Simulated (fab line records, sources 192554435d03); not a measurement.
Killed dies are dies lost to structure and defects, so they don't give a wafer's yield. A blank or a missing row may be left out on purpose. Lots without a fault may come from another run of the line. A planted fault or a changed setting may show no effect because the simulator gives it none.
fab line records | flow n5_finfet | part 1 of 2: steps 1 to 27 of 28
record lots=6 wafers=18 last_day=17
route steps=1938 shown STI_FIN_REVEAL@184 BEOL_M4@1111 PASSIVATION@1936
lots that met no fault: from a run of the same line without faults
start_h: hours from the record's first day to the start of the lot's first wafer shown | wait_h: hours since the lot's step before | " the same as in the row above | L1.1+2: a row that stands for several wafers | - no value, or no start given | * or withheld: withheld | < > ~ a bound
route shown NAME@n: a module of which the file shows steps, and the number in the route of the first | usual: mean/standard deviation of fault-free wafers | same: alike in all rows | chamber/n: place in a boat | sites: the reading at each site | _std_site: their standard deviation | _edge_site: outer sites' mean less inner sites' | radius_mm: how far each site lies from the wafer's centre | mask NAME#n: copy n | behind: the tool/chamber that last shaped the wafer | hold: why the lot was held/for how many hours/how that ended | device: the transistor (n, p or np) that didn't switch | end of line: the same wafers' tests at the end of the route | a step without rows: its recipe alone | killed: dies lost to structure and defects at the first sort, not the wafer's yield | map: a wafer's dies, x killed, . not, _ none there
set.NAME: the setting as run; set.NAME@STEP: as run at that earlier step | model.NAME: the simulator's own value behind a step, which no gauge read
lots at some steps of the route; a table a step, a row a wafer
services: from which hour (start_h, from the record's first day; less than 0 if before it) a tool's chamber was out of use, for how many hours, and why
## steps
# step N5_STI_FIN_REVEAL_ALD_14
# recipe material=Si3N4 target_thk_a=30 temp_c=400 ald_precursor_family=SiH2I2 ald_co_reactant=N2/H2-plasma pressure_torr=2
# usual chamber_pressure_Torr=2.000/0.0044 heater_power_w=826/78
# columns lot.wafer tool chamber start_h wait_h chamber_pressure_Torr heater_power_w
L851.3 ald_sin-03 3 30.78 0.0 2.003 942
L851.5 " 0 " " 1.992 769
L851.6 " 1 " " 2.007 799
L852.1 ald_sin-01 1 36.13 0.0 2.004 770
L852.2 " 2 " " 2.000 853
L852.5 " 1 " " 2.000 769
L860.3 ald_sin-03 0 82.77 0.0 1.998 779
L860.4 " 1 " " 2.001 805
L860.6 " 1 " " 2.009 807
L861.1 ald_sin-03 1 87.57 0.0 2.000 775
L861.3 " 2 " " 2.000 767
L861.6 " 3 " " 1.998 928
L869.1 ald_sin-02 2 136.71 0.0 2.001 782
L869.3 " 1 " " 1.990 916
L869.6 " 1 " " 1.988 946
L874.1 ald_sin-03 2 167.32 0.0 2.004 780
L874.5 " 2 " " 1.990 775
L874.6 " 3 " " 1.999 923
# step N5_STI_FIN_REVEAL_FCVD_FILL_01
# recipe material=SiO2_flowable target_thk_a=3120 temp_c=100 pressure_torr=0.8 rf_w=2000 time_s=512.2
# step N5_STI_FIN_REVEAL_DENSIFY_02
# recipe temp_c=650 ambient=steam time_s=1800 idle_temp_c=400 densification_p_h2o_torr=640
# step N5_STI_FIN_REVEAL_CMP_04
# recipe stop_on=Si3N4 t_overpolish_s=4 down_force_psi=2 platen_rpm=54.18 post_cmp_clean=alkaline_brush pad_velocity_m_s=1.078 target_thk_nm=131.83
# usual motor_current_A=8.4/0.93 overpolish_run_s=4.001/0.0093 pad_life_wafers=1245/450 time_to_endpoint_s=103/5.5
# columns lot.wafer tool chamber start_h wait_h motor_current_A overpolish_run_s pad_life_wafers time_to_endpoint_s
L851.3 cmp-02 3 35.82 0.0 8.9 3.991 792 107
L851.6 " 3 " " 9.1 4.005 - 108
L851.5 " 0 " " 8.4 4.006 - 99
L852.1 cmp-01 1 41.24 0.1 7.3 4.001 1190 100
L852.2 " 2 " " 9.1 4.019 1191 98
L852.5 " 0 " " 8.8 4.009 - 106
L860.3 cmp-04 2 87.82 0.0 7.7 4.000 870 95
L860.4 " 3 " " 10.1 4.007 871 103
L860.6 " 2 " " 7.6 4.002 - 97
L861.1 cmp-04 2 92.68 0.1 7.7 4.014 908 100
L861.3 " 3 " " 9.7 3.987 909 100
L861.6 " 1 " " 9.5 4.000 - 99
L869.1 cmp-02 2 141.75 0.0 7.5 3.999 1614 112
L869.3 " 0 " " 7.9 3.986 1616 107
L869.6 " 2 " " 7.3 4.007 - 107
L874.1 cmp-01 2 172.45 0.1 9.0 4.019 104 102
L874.5 " 0 " " 8.9 3.994 - 106
L874.6 " 1 " " 7.1 3.982 - 105
# step N5_STI_FIN_REVEAL_THK_MEAS_05
# usual thk_nm=131.5/1.4
# columns lot.wafer tool chamber start_h wait_h thk_nm
L851.3 film_metro-01 - 36.12 - 131.5
L851.5 " - " " 131.6
L851.6 " - " " 132.4
L852.1 film_metro-01 - 41.46 - 131.4
L852.2 " - " " 131.5
L852.5 " - " " 133.0
L860.3 film_metro-02 - 88.11 - 131.7
L860.4 " - " " 131.8
L860.6 " - " " 130.4
L861.1 film_metro-02 - 92.90 - 130.5
L861.3 " - " " 131.3
L861.6 " - " " 130.5
L869.1 film_metro-01 - 142.04 - 134.4
L869.3 " - " " 131.9
L869.6 " - " " 133.8
L874.1 film_metro-01 - 172.66 - 131.1
L874.5 " - " " 131.4
L874.6 " - " " 131.8
# step N5_STI_FIN_REVEAL_DENSIFY_30
# recipe temp_c=* time_s=* ambient=N2 idle_temp_c=600 ramp_up_c_per_s=150 ramp_down_c_per_s=60 cool_to_c=600
# step N5_STI_FIN_REVEAL_ETCHBACK_08
# recipe chemistry=C4F6/O2 target=SiO2 target_depth_a=305 time_s=10.167 ion_energy_ev=250 pressure_mtorr=30 source_w=345 bias_w=185 Ar_flow_sccm=300 C4F6_flow_sccm=10 O2_flow_sccm=10
# usual drypump_motor_current_A=5.7/0.46 oes_product_au=0.82/0.098 rf_vpp_V=675/17 showerhead_plenum_p_Torr=2.90/0.12 throttle_valve_pct=21.20/0.23
# columns lot.wafer tool chamber start_h wait_h drypump_motor_current_A oes_product_au rf_hours_counter_h rf_vpp_V showerhead_plenum_p_Torr throttle_valve_pct
L851.3 rie_diel-03 1 36.36 0.1 5.2 1.03 0 690 3.05 20.87
L851.5 " 3 " " 5.6 0.73 - 702 2.96 21.60
L851.6 " 0 " " 6.3 0.77 - 670 2.96 21.34
L852.1 rie_diel-03 0 41.89 0.2 6.3 0.76 129 670 2.96 21.35
L852.2 " 2 " " 6.0 0.84 97 670 2.75 21.06
L852.5 " 1 " " 5.2 1.03 - 688 3.05 20.89
L860.3 rie_diel-03 0 88.35 0.1 6.3 0.74 146 670 2.96 21.36
L860.4 " 3 " " 5.6 0.72 170 698 2.96 21.62
L860.6 " 1 " " 5.2 0.97 - 689 3.04 20.90
L861.1 rie_diel-03 2 94.01 0.2 6.0 0.81 115 669 2.75 21.07
L861.3 " 3 " " 5.6 0.72 172 700 2.96 21.62
L861.6 " 1 " " 5.2 0.96 - 687 3.04 20.92
L869.1 rie_diel-03 1 142.35 0.2 5.1 0.92 39 688 3.03 20.93
L869.3 " 0 " " 6.3 0.72 167 669 2.95 21.38
L869.6 " 1 " " 5.2 0.92 - 690 3.03 20.94
L874.1 rie_diel-03 1 173.11 0.4 5.1 0.91 51 689 3.02 20.98
L874.5 " 0 " " 6.3 0.72 - 670 2.94 21.39
L874.6 " 3 " " 5.6 0.70 - 700 2.94 21.66
# step N5_STI_FIN_REVEAL_STRIP_24
# recipe chemistry=N2/H2 time_s=90 power_w=100 temp_c=40 pressure_mtorr=100 rf_frequency_hz=6e+07 bias_power_w=3 n2_flow_sccm=300 h2_flow_sccm=300
# usual drypump_motor_current_A=5.7/0.46 oes_product_au=0.81/0.094 rf_vpp_V=45.3/0.8 showerhead_plenum_p_Torr=3.44/0.14 throttle_valve_pct=12.2/0.34
# columns lot.wafer tool chamber start_h wait_h drypump_motor_current_A oes_product_au rf_hours_counter_h rf_vpp_V showerhead_plenum_p_Torr throttle_valve_pct
L851.3 rie_diel-03 1 36.39 0.0 5.2 1.02 0 45.9 3.58 11.6
L851.5 " 3 " " 5.6 0.72 - 45.4 3.49 12.5
L851.6 " 0 " " 6.3 0.77 - 45.3 3.54 12.5
L852.1 rie_diel-03 0 41.93 0.0 6.3 0.77 129 46.4 3.54 12.5
L852.2 " 2 " " 6.0 0.83 97 45.2 3.26 11.9
L852.5 " 1 " " 5.2 1.02 - 46.1 3.58 11.7
L860.3 rie_diel-03 0 88.39 0.0 6.3 0.74 146 46.7 3.53 12.5
L860.4 " 3 " " 5.6 0.72 170 46.2 3.48 12.5
L860.6 " 1 " " 5.2 0.95 - 45.3 3.57 11.7
L861.1 rie_diel-03 2 94.05 0.0 6.0 0.80 115 43.8 3.25 12.0
L861.3 " 3 " " 5.7 0.71 172 45.0 3.48 12.5
L861.6 " 1 " " 5.2 0.94 - 45.5 3.56 11.7
L869.1 rie_diel-03 1 142.39 0.0 5.2 0.91 39 45.2 3.55 11.7
L869.3 " 0 " " 6.3 0.73 167 44.1 3.52 12.6
L869.6 " 1 " " 5.2 0.90 - 46.1 3.55 11.7
L874.1 rie_diel-03 1 173.14 0.0 5.2 0.89 51 45.2 3.55 11.8
L874.5 " 0 " " 6.3 0.72 - 45.0 3.52 12.6
L874.6 " 3 " " 5.6 0.69 - 45.2 3.47 12.6
# step N5_STI_FIN_REVEAL_PRECLEAN_25
# recipe chemistry=SPM time_s=90 temp_c=120 mix=4:1
# step N5_STI_FIN_REVEAL_PRECLEAN_26
# recipe chemistry=SC1 time_s=45 temp_c=46 mix=1:2:100
# step N5_STI_FIN_REVEAL_PRECLEAN_29
# recipe chemistry=DHF time_s=30 temp_c=25 dilution=300:1
# step N5_STI_FIN_REVEAL_SRD_12
# recipe time_s=30 temp_c=23 rinse_liquid=diw dry=ipa_marangoni
# step N5_STI_FIN_REVEAL_RECESS_09
# recipe chemistry=HF/NH3 target=SiO2 afs_cycles=11 target_depth_a=425 temp_c=30 sublimation_temp_c=180 sublimation_time_s=60
# usual afs_cycles=11/0 drypump_motor_current_A=5.4/0.38
# columns lot.wafer tool chamber start_h wait_h afs_cycles drypump_motor_current_A model.SiNx_of_FIN_SAQP_HM_DEP_03.thk_nm
L851.3 vapor_etch-02 1 37.20 0.6 11 5.0 18.4
L851.5 " 0 " " 11 5.2 18.8
L851.6 " 1 " " 11 5.0 19.2
L852.1 vapor_etch-01 0 42.14 0.0 11 5.4 18
L852.2 " 1 " " 11 5.9 17.4
L852.5 " 1 43.20 1.1 11 6.0 18.8
L860.3 vapor_etch-01 0 89.46 0.9 - - 21.2
L860.4 " 1 " " - - 22.2
L860.6 " 0 " " - - 21.2
L861.1 vapor_etch-02 0 94.26 0.0 - - 21.2
L861.3 " 0 " " - - 21.2
L861.6 " 1 " " - - 22.6
L869.1 vapor_etch-01 1 142.61 0.0 11 5.9 17
L869.3 " 1 " " 11 5.9 17.8
L869.6 " 0 " " 11 5.3 18.6
L874.1 vapor_etch-01 0 173.36 0.0 11 5.4 17.6
L874.5 " 0 174.42 1.1 11 5.4 18.6
L874.6 " 1 " " 11 6.0 17.6
# step N5_STI_FIN_REVEAL_STRIP_16
# recipe chemistry=H3PO4 material=SiNx temp_c=165 target_depth_a=238 overetch_fraction=0.4964 dry=ipa_marangoni
# step N5_STI_FIN_REVEAL_PRECLEAN_17
# recipe chemistry=NF3:NH3 afs_cycles=1 temp_c=30 time_s=20 sublimation_temp_c=180 sublimation_time_s=60 pressure_torr=3 rf_power_w=30
# step N5_STI_FIN_REVEAL_ETCH_34
# recipe chemistry=H2 mode=isotropic material=Si target=Si target_depth_a=9.7 temp_c=20 pressure_mtorr=4.5 icp_w=300 bias_w=0 h2_flow_sccm=7.5 he_flow_sccm=142.5
# step N5_STI_FIN_REVEAL_OXIDATION_31
# recipe chemistry=O2_PLASMA_REMOTE temp_c=150 time_s=20 pressure_mtorr=1000 source_power_w=2000 o2_flow_sccm=3000
# step N5_STI_FIN_REVEAL_PRECLEAN_32
# recipe chemistry=NF3:NH3 afs_cycles=1 temp_c=30 time_s=20 sublimation_temp_c=180 sublimation_time_s=60 pressure_torr=3 rf_power_w=30
# step N5_STI_FIN_REVEAL_STRIP_35
# recipe chemistry=H3PO4 material=Si3N4 temp_c=165 target_depth_a=40 time_s=39
# step N5_STI_FIN_REVEAL_SRD_21
# recipe dry=ipa_marangoni time_s=30 temp_c=23 rinse_liquid=diw
# step N5_STI_FIN_REVEAL_OXIDATION_33
# recipe chemistry=O2_PLASMA_REMOTE temp_c=150 time_s=20 pressure_mtorr=1000 source_power_w=2000 o2_flow_sccm=3000
# usual drypump_motor_current_A=5.9/0.4 heater_power_w=142/14
# columns lot.wafer tool chamber start_h wait_h drypump_motor_current_A heater_power_w rf_hours_counter_h
L851.3 plasma_asher-01 0 39.32 0.0 5.5 132 -
L851.5 " 0 " " 5.5 132 -
L851.6 " 1 " " 6.5 124 -
L852.1 plasma_asher-02 1 44.68 0.0 5.6 158 92
L852.2 " 0 " " 6.0 155 92
L852.5 " 0 " " 6.0 154 -
L860.3 plasma_asher-02 1 91.46 0.0 5.5 155 -
L860.4 " 0 " " 6.0 153 -
L860.6 " 1 " " 5.5 158 -
L861.1 plasma_asher-02 0 96.77 0.0 6.0 155 102
L861.3 " 1 " " 5.6 158 -
L861.6 " 1 " " 5.6 153 -
L869.1 plasma_asher-01 0 145.12 0.0 5.5 131 49
L869.3 " 0 " " 5.5 133 -
L869.6 " 0 " " 5.5 133 -
L874.1 plasma_asher-02 1 175.98 0.0 5.6 161 117
L874.5 " 1 " " 5.5 160 -
L874.6 " 0 " " 6.0 152 -
# step N5_STI_FIN_REVEAL_CLEAN_19
# recipe chemistry=O3/DIW temp_c=25 time_s=120 o3_ppm=10
# step N5_STI_FIN_REVEAL_SRD_23
# recipe dry=ipa_marangoni time_s=30 temp_c=23 rinse_liquid=diw
# step N5_STI_FIN_REVEAL_CD_MEAS_22
# recipe target_cd_nm=6.238 pitch_nm=28 polarity=line
# usual cd_nm=6.3/0.31
# columns lot.wafer tool chamber start_h wait_h cd_nm
L851.3 cd_sem-02 - 39.46 0.0 6.1
L851.5 " - " " 6.6
L851.6 " - " " 6.6
L852.1 cd_sem-03 - 44.84 0.0 6.2
L852.2 " - " " 6.1
L852.5 " - " " 6.3
L860.3 cd_sem-02 - 91.60 0.0 6.2
L860.4 " - " " 6.8
L860.6 " - " " 6.1
L861.1 cd_sem-02 - 96.94 0.0 6.3
L861.3 " - " " 6.4
L861.6 " - " " 6.2
L869.1 cd_sem-03 - 145.28 0.0 6.5
L869.3 " - " " 6.2
L869.6 " - " " 6.1
L874.1 cd_sem-03 - 176.15 0.0 6.9
L874.5 " - " " 6.3
L874.6 " - " " 7.0
# step N5_STI_FIN_REVEAL_FIN_H_MEAS_10
# usual trench_depth_nm=52.5/1
# columns lot.wafer tool chamber start_h wait_h trench_depth_nm
L851.3 ocd-02 - 39.49 0.0 53.3
L851.5 " - " " 52.3
L851.6 " - " " 51.3
L852.1 ocd-02 - 44.87 0.0 51.7
L852.2 " - " " 52.8
L852.5 " - " " 54.5
L860.3 ocd-02 - 91.63 0.0 0.0
L860.4 " - " " 0.1
L860.6 " - " " -0.2
L861.1 ocd-01 - 96.97 0.0 -0.5
L861.3 " - " " -1.0
L861.6 " - " " -0.9
L869.1 ocd-02 - 145.31 0.0 53.7
L869.3 " - " " 50.4
L869.6 " - " " 53.6
L874.1 ocd-01 - 176.18 0.0 54.0
L874.5 " - " " 51.0
L874.6 " - " " 51.3
# step N5_STI_FIN_REVEAL_PRECLEAN_18
# recipe chemistry=SC2 time_s=45 temp_c=35 mix=1:1:50
# step N5_BEOL_M4_RC_MEAS_101
# usual DIBL_N=36.7/2.4 DIBL_P=37.4/2.9 IOFF_N=0.18/0.05 IOFF_P=0.23/0.058 ION_N=683/16 ION_P=467/11 SS_N=71.7/0.77 SS_P=73.5/0.87 VT_N=249/4.3 VT_P=-250/4.4
# columns lot.wafer tool chamber start_h wait_h DIBL_N[mV/V] DIBL_P[mV/V] IOFF_N[nA/um] IOFF_P[nA/um] ION_N[uA/um] ION_P[uA/um] SS_N[mV/dec] SS_P[mV/dec] VT_N[mV] VT_P[mV]
L851.3 prober-01 0 157.56 1.1 32.0 32.4 0.11 0.14 674 458 70.4 72.8 254 -257
L851.5 " 0 " " 37.2 39.2 0.19 0.25 684 468 72.3 74.5 248 -250
L851.6 " 0 " " 34.4 35.6 0.14 0.18 657 453 72.2 73.5 253 -256
L852.1 prober-02 0 175.90 0.0 35.7 34.7 0.15 0.18 672 462 71.4 72.3 250 -251
L852.2 " 0 " " 36.2 37.0 0.16 0.21 692 474 71.0 73.2 249 -250
L852.5 " 0 " " 30.8 30.5 0.09 0.13 675 468 69.7 71.3 257 -257
L869.1 prober-01 0 266.77 0.0 35.3 35.9 0.15 0.21 696 476 71.9 73.1 250 -250
L869.3 " 0 " " 35.1 34.6 0.14 0.19 664 447 70.7 73.4 251 -250
L869.6 " 0 " " 33.3 31.6 0.11 0.15 679 462 71.1 72.3 256 -257
L874.1 prober-02 0 300.75 0.0 39.2 41.2 0.25 0.27 742 491 72.1 73.9 240 -246
L874.5 " 0 " " 35.5 35.9 0.14 0.17 669 446 70.9 72.1 249 -254
L874.6 " 0 " " 38.0 39.7 0.21 0.23 699 470 71.5 73.7 247 -252
## key
first_sign step=N5_STI_FIN_REVEAL_RECESS_09 reading=tool_record direction=missing
effect step=N5_STI_FIN_REVEAL_FIN_H_MEAS_10 reading=trench_depth_nm direction=down sigmas=51 usual=52.5 struck=-0.4
effect step=N5_PASSIVATION_PROBE_49 reading=sort_bin_5_function direction=up sigmas=87 usual=5.0 struck=96.5
model_effect step=N5_STI_FIN_REVEAL_RECESS_09 value=SiNx_of_FIN_SAQP_HM_DEP_03.thk_nm without=18.8 struck=21.6
more_kills_born_at N5_STI_FIN_REVEAL_RECESS_09@vapor_etch-01=3252 N5_STI_FIN_REVEAL_RECESS_09@vapor_etch-02=3220
met_at N5_STI_FIN_REVEAL_RECESS_09
struck_wafers L860.3,L860.4,L860.6,L861.1,L861.3,L861.6
later_rows_left_out L860.3,L860.4,L860.6,L861.1,L861.3,L861.6
onset_between 42.14 89.46
fault kind=skipped_step_whole tool=vapor_etch-01,vapor_etch-02 chamber=- onset_h=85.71 steps=N5_STI_FIN_REVEAL_RECESS_09 scope=struck_lots_only
# later_rows_left_out: the simulator's readings of these wafers behind a module that went badly wrong aren't trusted and aren't shown, but for the sort
